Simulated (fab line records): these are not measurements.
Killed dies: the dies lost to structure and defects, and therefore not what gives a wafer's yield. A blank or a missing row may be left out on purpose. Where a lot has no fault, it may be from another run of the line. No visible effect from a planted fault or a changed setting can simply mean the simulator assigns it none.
Chamber matching + flow nand_harc + NHARC_A_CONTACT_ETCH_90 on rie_diel-07: 4 sister chambers
The step etches the open film in CH3F/O2, target depth 40 nm, time 85.7 s. 14 wafers are shown with their chamber, then 7 later ones without.

WAFERS PAIRED WITH THEIR CHAMBERS
| wafer  | chamber | showerhead_plenum_p_Torr (Torr) | drypump_motor_current_A (A) | rf_vpp_V (V) |
|--------|---------|---------------------------------|-----------------------------|--------------|
| L079.1 | 3       | 2.42                            | 5.2                         | 244.3        |
| L079.2 | 2       | 2.46                            | 6.0                         | 246.0        |
| L079.6 | 0       | 2.61                            | 5.8                         | 247.7        |
| L081.1 | 0       | 2.61                            | 5.9                         | 246.0        |
| L081.2 | 2       | 2.46                            | 6.0                         | 243.8        |
| L081.6 | 0       | 2.61                            | 5.9                         | 246.0        |
| L082.2 | 1       | 2.42                            | 5.7                         | 243.4        |
| L082.3 | 0       | 2.61                            | 5.8                         | 245.4        |
| L082.6 | 2       | 2.46                            | 5.9                         | 245.4        |
| L088.2 | 3       | 2.41                            | 5.2                         | 243.8        |
| L088.3 | 2       | 2.46                            | 5.9                         | 245.1        |
| L088.6 | 1       | 2.42                            | 5.6                         | 242.5        |
| L092.4 | 1       | 2.42                            | 5.6                         | 243.9        |
| L092.5 | 1       | 2.41                            | 5.6                         | 243.7        |

SIGNATURES, as means of the wafers listed above
| reading                  | chamber 0 | chamber 1 | chamber 2 | chamber 3 | scatter within a chamber |
|--------------------------|-----------|-----------|-----------|-----------|--------------------------|
| showerhead_plenum_p_Torr | 2.6100    | 2.4175    | 2.4600    | 2.4150    | 0.00354                  |
| drypump_motor_current_A  | 5.850     | 5.625     | 5.950     | 5.200     | 0.0524                   |
| rf_vpp_V                 | 246.275   | 243.375   | 245.075   | 244.050   | 0.825                    |
Rule: distance of a wafer from a chamber = root of the sum over the readings of ((wafer's reading minus chamber's mean) / reading's scatter) squared. If the next closest chamber is less than 2 further off than the closest, the wafer can't be placed; otherwise it belongs to the closest. The scatter is the square root of a quotient: the sum, over the shown wafers, of each reading's squared deviation from its chamber's mean, divided by wafers minus chambers.

WAFERS WITH NO CHAMBER GIVEN
| wafer  | showerhead_plenum_p_Torr (Torr) | drypump_motor_current_A (A) | rf_vpp_V (V) |
|--------|---------------------------------|-----------------------------|--------------|
| L092.6 | 2.60                            | 5.8                         | 244.9        |
| L093.1 | 2.45                            | 5.9                         | 245.3        |
| L093.3 | 2.41                            | 5.6                         | 243.6        |
| L093.4 | 2.60                            | 5.8                         | 246.5        |
| L097.1 | 2.59                            | 5.9                         | 246.2        |
| L097.2 | 2.40                            | 5.3                         | 243.0        |
| L097.4 | 2.45                            | 6.0                         | 243.2        |

WHICH CHAMBER EACH ONE RAN IN
| wafer  | from the rows above | in truth |
|--------|---------------------|----------|
| L092.6 | 0                   | 0        |
| L093.1 | 2                   | 2        |
| L093.3 | 1                   | 1        |
| L093.4 | 0                   | 0        |
| L097.1 | 0                   | 0        |
| L097.2 | 3                   | 3        |
| L097.4 | 2                   | 2        |
Correctly placed: 7 of 7. Left unplaced by these rows: 0. Placed wrongly: 0.
